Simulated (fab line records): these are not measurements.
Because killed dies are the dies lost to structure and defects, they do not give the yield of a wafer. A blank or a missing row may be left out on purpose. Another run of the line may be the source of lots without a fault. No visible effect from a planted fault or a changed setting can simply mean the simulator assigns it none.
Which of the tools did it?    flow nand-harc    63 wafers sampled from 21 lots at 1 step of a route of 1302

## WHAT THE GAUGES READ, wafer by wafer
NHARC_A_ONON_D1_THK_MEAS_24: measures by ellipsometry. Usual: thk-nm at 1000 nm, with a standard deviation of 8.9.
lot   measured      on             thk-nm (nm)     flag
L077  day 9 16:27   film-metro-02  1002 1002 999   
L078  day 10 00:53  film-metro-02  1001 1001 1003  
L079  day 10 00:56  film-metro-02  991 989 990     
L081  day 11 00:27  film-metro-01  992 991 992     
L080  day 11 00:31  film-metro-02  991 989 991     
L082  day 11 14:31  film-metro-02  997 996 995     
L083  day 11 21:10  film-metro-02  1001 1002 1001  
L084  day 12 13:10  film-metro-02  1004 1005 1003  
L085  day 12 13:10  film-metro-01  991 992 994     
L086  day 13 07:28  film-metro-01  1009 1007 1008  
L088  day 14 06:36  film-metro-02  1002 1003 1003  
L087  day 14 06:42  film-metro-01  1006 1005 1005  
L089  day 14 06:53  film-metro-02  1004 1006 1006  
L090  day 15 00:04  film-metro-02  989 989 990     
L091  day 15 07:25  film-metro-01  985 988 986     
L092  day 15 17:55  film-metro-02  999 1000 999    
L093  day 15 21:26  film-metro-01  1025 1025 1024  
L094  day 16 13:08  film-metro-02  997 995 996     
L095  day 16 22:29  film-metro-01  999 1000 999    
L096  day 17 04:39  film-metro-02  1010 1011 1011  
L097  day 17 22:12  film-metro-01  994 992 992     

## WHAT TOOL EACH LOT RAN ON (gives the tool, then ch and the chambers of the sampled wafers, and finally the start)
No process step before these readings appears in the record.

## AS READ BY THE TOOLS THEMSELVES (means over the sampled wafers that have a number; for cases with no such wafer, the mark the record gives instead)
The record holds no such reading with a usual standard deviation.

## THE ANSWER, worked out from the rows above alone
Rule: a lot counts as off when the mean over its wafers that have a number is more than 3 standard deviations away from the usual mean. A lot without any number at a reading at which 4 lots or more have one is off too. Any other lot the step has rows for is counted as sound. First the gauges in route order, then the tools' own readings, where a lot's mean is used as printed above. At the first step where some lot is off, the reading lying furthest off is the one used; lots without a number count as furthest.
None of the lots is off at any reading shown; this tells nothing.

## WHAT HAD BEEN PUT IN BY THE SIMULATOR
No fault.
